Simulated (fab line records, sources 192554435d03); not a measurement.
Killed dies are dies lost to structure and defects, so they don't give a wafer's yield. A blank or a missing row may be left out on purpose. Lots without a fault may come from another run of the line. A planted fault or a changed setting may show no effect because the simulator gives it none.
fab line records | flow n5_finfet
record lots=7 wafers=39
route steps=1938 shown BEOL_M15@1809 PASSIVATION@1923
start_h: hours from the record's first day to the start of the lot's first wafer shown | wait_h: hours since the lot's step before | " the same as in the row above | L1.1+2: a row that stands for several wafers | - no value, or no start given | * or withheld: withheld | < > ~ a bound
route shown NAME@n: a module of which the file shows steps, and the number in the route of the first | usual: mean/standard deviation of fault-free wafers | same: alike in all rows | chamber/n: place in a boat | sites: the reading at each site | _std_site: their standard deviation | _edge_site: outer sites' mean less inner sites' | radius_mm: how far each site lies from the wafer's centre | mask NAME#n: copy n | behind: the tool/chamber that last shaped the wafer | hold: why the lot was held/for how many hours/how that ended | device: the transistor (n, p or np) that didn't switch | end of line: the same wafers' tests at the end of the route | a step without rows: its recipe alone | killed: dies lost to structure and defects at the first sort, not the wafer's yield | map: a wafer's dies, x killed, . not, _ none there
set.NAME: the setting as run; set.NAME@STEP: as run at that earlier step | model.NAME: the simulator's own value behind a step, which no gauge read
lots whose settings were changed on purpose; a table a step, a row a wafer
## steps
# step N5_BEOL_M15_TRENCH_ETCH_34
# recipe chemistry=C4F8/O2/Ar target=SiO2 target_depth_a=8729.3 he_inner_torr=15 he_outer_torr=30 time_s=199 ion_energy_ev=800 pressure_mtorr=20 source_w=1905 bias_w=2040 Ar_flow_sccm=400 C4F8_flow_sccm=16 O2_flow_sccm=12
# columns lot.wafer tool chamber start_h wait_h set.time_s model.etch.depth_nm model.coat_of_BEOL_M15_COAT_22.thk_nm
L079.1 rie_diel-01 3 315.34 0.0 133.5 573.7 605.8
L079.2 " 0 " " 199 872.5 543.6
L079.3 " 1 " " 133.5 585 601.2
L079.4 " 2 " " 199 874.9 543.2
L079.5 " 3 " " 199 861 549
L079.6 " 0 " " 133.5 582.1 603.8
L081.1 rie_diel-02 2 321.66 0.0 199 870.6 543
L081.2 " 3 " " 199 874 540.4
L081.3 " 0 " " 199 850.7 544.6
L081.4 " 1 " " 199 867.8 539.2
L081.5 " 2 " " 199 870.6 539.4
L081.6 " 3 " " 199 868.2 540.8
L083.1 rie_diel-04 2 344.97 0.0 199 850.3 550.6
L083.4 " 1 " " 199 875.6 538.8
L083.5 " 2 " " 199 848.8 553.6
L086.1 rie_diel-04 1 374.71 0.0 199 873.1 540.6
L086.2 " 3 " " 199 863.7 543.2
L086.3 " 0 " " 305.2 1325 453.8
L086.4 " 3 " " 305.2 1319 453.4
L086.5 " 0 " " 199 867 544.4
L086.6 " 1 " " 305.2 1336 447.2
L090.1 rie_diel-02 2 427.28 0.0 199 876.6 543
L090.2 " 0 " " 199 881.5 538.6
L090.3 " 3 " " 199 869.2 546
L090.4 " 1 " " 122.1 530.8 611.8
L090.5 " 1 " " 122.1 533.7 610.8
L090.6 " 0 " " 122.1 540.3 608.4
L095.1 rie_diel-04 0 449.25 0.0 199 868.9 545.4
L095.2 " 3 " " 199 875.6 540.8
L095.3 " 1 " " 199 873.3 543.6
L095.4 " 2 " " 199 867.8 546.8
L095.5 " 1 " " 199 876.7 541.2
L095.6 " 2 " " 199 866 549.2
L096.1 rie_diel-01 2 459.86 0.0 199 868.9 539
L096.2 " 0 " " 199 863.3 544
L096.3 " 3 " " 249.2 1068 506.2
L096.4 " 1 " " 199 877.8 541.2
L096.5 " 2 " " 249.2 1089 498
L096.6 " 1 " " 249.2 1099 497.8
# step N5_BEOL_M15_STRIP_36
# recipe chemistry=O2 power_w=600 temp_c=60 pressure_mtorr=30 rf_frequency_hz=6e+07 bias_power_w=0 overash_fraction=0.3 o2_flow_sccm=225
# step N5_BEOL_M15_ECD_47
# recipe material=Cu target_thk_a=18600
# step N5_BEOL_M15_ANNEAL_48
# recipe temp_c=225 time_s=90 ambient=N2
# step N5_BEOL_M15_CMP_49
# recipe stop_on=SiO2 t_overpolish_s=4.9 down_force_psi=2 platen_rpm=80 clearing_platen_down_force_psi=2 clearing_platen_rpm=80 post_cmp_clean=cu_alkaline target_thk_nm=850 clearing_platen_pad_velocity_m_s=1.5917 pad_velocity_m_s=1.5917
# columns lot.wafer tool chamber start_h wait_h set.time_s@BEOL_M15_TRENCH_ETCH_34 model.Cu_of_BEOL_M15_ECD_47.thk_nm
L079.2 cmp-03 2 318.47 0.2 199 850.2
L079.4 " 3 " " 199 852.8
L079.3 " 0 " " 133.5 561.2
L079.1 " 1 " " 133.5 548.2
L079.6 " 2 " " 133.5 558.4
L079.5 " 3 " " 199 836.8
L081.2 cmp-03 0 327.02 0.2 199 850.2
L081.3 " 1 " " 199 826.4
L081.1 " 2 " " 199 846.6
L081.4 " 3 " " 199 844.4
L081.5 " 0 " " 199 846.8
L081.6 " 1 " " 199 844
L083.1 cmp-03 1 348.82 0.6 199 824.8
L083.4 " 3 " " 199 851.6
L083.5 " 1 " " 199 824
L086.1 cmp-02 2 378.45 0.3 199 849.6
L086.4 " 3 " " 305.2 1298
L086.3 " 0 " " 305.2 1303
L086.2 " 1 " " 199 841.8
L086.5 " 2 " " 199 844
L086.6 " 3 " " 305.2 1314
L090.2 cmp-02 3 432.86 0.2 199 856.8
L090.4 " 0 " " 122.1 506.8
L090.1 " 1 " " 199 853
L090.3 " 2 " " 199 844.2
L090.6 " 3 " " 122.1 514.6
L090.5 " 0 " " 122.1 509.4
L095.4 cmp-02 2 451.01 0.1 199 843.6
L095.2 " 3 " " 199 851.2
L095.3 " 0 " " 199 849.6
L095.1 " 1 " " 199 844.6
L095.5 " 2 " " 199 851.6
L095.6 " 3 " " 199 842.6
L096.4 cmp-02 0 463.69 0.1 199 855.6
L096.3 " 1 " " 249.2 1046
L096.1 " 2 " " 199 846
L096.2 " 3 " " 199 840.6
L096.6 " 0 " " 249.2 1076
L096.5 " 1 " " 249.2 1067
# step N5_BEOL_M15_THK_MEAS_50
# recipe thk_meas_gauge=xrf reads=Cu_of_BEOL_M15_ECD_47
# usual M15_THK=860/13
# columns lot.wafer tool chamber start_h wait_h set.time_s@BEOL_M15_TRENCH_ETCH_34 M15_THK[nm]
L079.1 film_metro-02 - 318.77 - 133.5 561
L079.2 " - " " 199 870
L079.3 " - " " 133.5 576
L079.4 " - " " 199 875
L079.5 " - " " 199 857
L079.6 " - " " 133.5 572
L081.1 film_metro-01 - 327.32 - 199 863
L081.2 " - " " 199 867
L081.3 " - " " 199 842
L081.4 " - " " 199 862
L081.5 " - " " 199 858
L081.6 " - " " 199 857
L083.1 film_metro-02 - 349.07 - 199 841
L083.4 " - " " 199 868
L083.5 " - " " 199 837
L086.1 film_metro-02 - 378.75 - 199 857
L086.2 " - " " 199 849
L086.3 " - " " 305.2 1317
L086.4 " - " " 305.2 1313
L086.5 " - " " 199 851
L086.6 " - " " 305.2 1330
L090.1 film_metro-01 - 433.16 - 199 871
L090.2 " - " " 199 876
L090.3 " - " " 199 862
L090.4 " - " " 122.1 517
L090.5 " - " " 122.1 519
L090.6 " - " " 122.1 524
L095.1 film_metro-02 - 451.30 - 199 862
L095.2 " - " " 199 863
L095.3 " - " " 199 868
L095.4 " - " " 199 853
L095.5 " - " " 199 867
L095.6 " - " " 199 857
L096.1 film_metro-01 - 463.99 - 199 861
L096.2 " - " " 199 851
L096.3 " - " " 249.2 1068
L096.4 " - " " 199 874
L096.5 " - " " 249.2 1085
L096.6 " - " " 249.2 1096
# step N5_BEOL_M15_PRE_CLEAN_52
# recipe gas=NH3 time_s=15 temp_c=withheld rf_power_w=300
# step N5_BEOL_M15_DEP_53
# recipe material=SiCN target_thk_a=500 temp_c=withheld precursor=3MS/NH3 pressure_torr=3 rf_w=675 time_s=17.8
# step N5_BEOL_M15_RS_MEAS_54
# recipe thk_meas_gauge=four-point-probe reads=Cu_of_BEOL_M15_ECD_47+Ta_of_BEOL_M15_SPUTTER_44+TaN_of_BEOL_M15_SPUTTER_43
# usual M15_RS=0.02167/0.00026
# columns lot.wafer tool chamber start_h wait_h set.time_s@BEOL_M15_TRENCH_ETCH_34 M15_RS[ohm/sq]
L079.1 film_metro-01 - 318.90 0.0 133.5 0.03375
L079.2 " - " " 199 0.02156
L079.3 " - " " 133.5 0.03294
L079.4 " - " " 199 0.02149
L079.5 " - " " 199 0.02192
L079.6 " - " " 133.5 0.03313
L081.1 film_metro-02 - 327.45 0.0 199 0.02156
L081.2 " - " " 199 0.02151
L081.3 " - " " 199 0.02216
L081.4 " - " " 199 0.02168
L081.5 " - " " 199 0.02158
L081.6 " - " " 199 0.02166
L083.1 film_metro-02 - 349.20 0.0 199 0.02223
L083.4 " - " " 199 0.02148
L083.5 " - " " 199 0.02222
L086.1 film_metro-02 - 378.88 0.0 199 0.02155
L086.2 " - " " 199 0.02174
L086.3 " - " " 305.2 0.01396
L086.4 " - " " 305.2 0.01403
L086.5 " - " " 199 0.02167
L086.6 " - " " 305.2 0.01382
L090.1 film_metro-01 - 433.29 0.0 199 0.02146
L090.2 " - " " 199 0.02141
L090.3 " - " " 199 0.02173
L090.4 " - " " 122.1 0.03657
L090.5 " - " " 122.1 0.03636
L090.6 " - " " 122.1 0.03602
L095.1 film_metro-02 - 451.43 0.0 199 0.02163
L095.2 " - " " 199 0.02153
L095.3 " - " " 199 0.02159
L095.4 " - " " 199 0.02169
L095.5 " - " " 199 0.02147
L095.6 " - " " 199 0.02172
L096.1 film_metro-01 - 464.11 0.0 199 0.02164
L096.2 " - " " 199 0.02181
L096.3 " - " " 249.2 0.01744
L096.4 " - " " 199 0.02143
L096.5 " - " " 249.2 0.01713
L096.6 " - " " 249.2 0.01702
# step N5_PASSIVATION_DEVELOP_43
# recipe develop_time_s=60 rinse_liquid=diw dry=air_spin dev_temp_c=21
# columns lot.wafer tool chamber start_h wait_h set.develop_time_s
L079.1+4+6 litho_track-02 0 - - 60
L079.2+3+5 " 0 " " 83.38
L081.1+2+3 litho_track-01 0 - - 60
L081.4+5+6 " 0 " " 81.13
L083.1+4+5 litho_track-01 0 - - 60
L086.1+3+4 litho_track-01 0 - - 60
L086.2+5+6 " 0 " " 50.13
L090.1+2+3+4+5+6 litho_track-01 0 - - 60
L095.1+3+6 litho_track-03 0 - - 60
L095.2+4+5 " 0 " " 74.65
L096.1+5+6 litho_track-03 0 - - 60
L096.2+3+4 " 0 " " 24.53
# step N5_PASSIVATION_HARDBAKE_45
# recipe temp_c=130 time_s=120
# step N5_PASSIVATION_CD_MEAS_44
# recipe target_cd_nm=40000 landing_energy_ev=500 detector=se_inlens
# usual cd_nm=39999/2.7
# columns lot.wafer tool chamber start_h wait_h set.develop_time_s@PASSIVATION_DEVELOP_43 cd_nm
L079.1 cd_sem-02 0 331.41 - 60 39997
L079.2 " 0 " " 83.38 40010
L079.3 " 0 " " 83.38 40011
L079.4 " 0 " " 60 40002
L079.5 " 0 " " 83.38 40013
L079.6 " 0 " " 60 40002
L081.1 cd_sem-01 0 337.30 - 60 39999
L081.2 " 0 " " 60 39998
L081.3 " 0 " " 60 40001
L081.4 " 0 " " 81.13 40010
L081.5 " 0 " " 81.13 40013
L081.6 " 0 " " 81.13 40010
L083.1 cd_sem-03 0 360.63 - 60 40002
L083.4 " 0 " " 60 39997
L083.5 " 0 " " 60 39999
L086.1 cd_sem-01 0 390.74 - 60 39999
L086.2 " 0 " " 50.13 39994
L086.3 " 0 " " 60 39998
L086.4 " 0 " " 60 40001
L086.5 " 0 " " 50.13 39995
L086.6 " 0 " " 50.13 39996
L090.1 cd_sem-02 0 448.02 - 60 40001
L090.2 " 0 " " 60 39998
L090.3 " 0 " " 60 40000
L090.4 " 0 " " 60 40002
L090.5 " 0 " " 60 40002
L090.6 " 0 " " 60 40001
L095.1 cd_sem-01 0 461.79 - 60 40000
L095.2 " 0 " " 74.65 40010
L095.3 " 0 " " 60 39997
L095.4 " 0 " " 74.65 40006
L095.5 " 0 " " 74.65 40009
L095.6 " 0 " " 60 39999
L096.1 cd_sem-01 0 475.62 - 60 39995
L096.2 " 0 " " 24.53 39961
L096.3 " 0 " " 24.53 39956
L096.4 " 0 " " 24.53 39959
L096.5 " 0 " " 60 39999
L096.6 " 0 " " 60 39996
## key
split step=N5_BEOL_M15_TRENCH_ETCH_34 setting=time_s stated=199 by=wafer
response step=N5_BEOL_M15_TRENCH_ETCH_34 reading=model.etch.depth_nm change=+8.68 per=1% r=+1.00
response step=N5_BEOL_M15_TRENCH_ETCH_34 reading=model.coat_of_BEOL_M15_COAT_22.thk_nm change=-1.72 per=1% r=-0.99
response step=N5_BEOL_M15_CMP_49 reading=model.Cu_of_BEOL_M15_ECD_47.thk_nm change=+8.7 per=1% r=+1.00
response step=N5_BEOL_M15_THK_MEAS_50 reading=M15_THK change=+8.88 per=1% r=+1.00
response step=N5_BEOL_M15_RS_MEAS_54 reading=M15_RS change=-0.000244 per=1% r=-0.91
split step=N5_PASSIVATION_DEVELOP_43 setting=develop_time_s stated=60 by=wafer
response step=N5_PASSIVATION_CD_MEAS_44 reading=cd_nm change=+0.482 per=1% r=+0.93
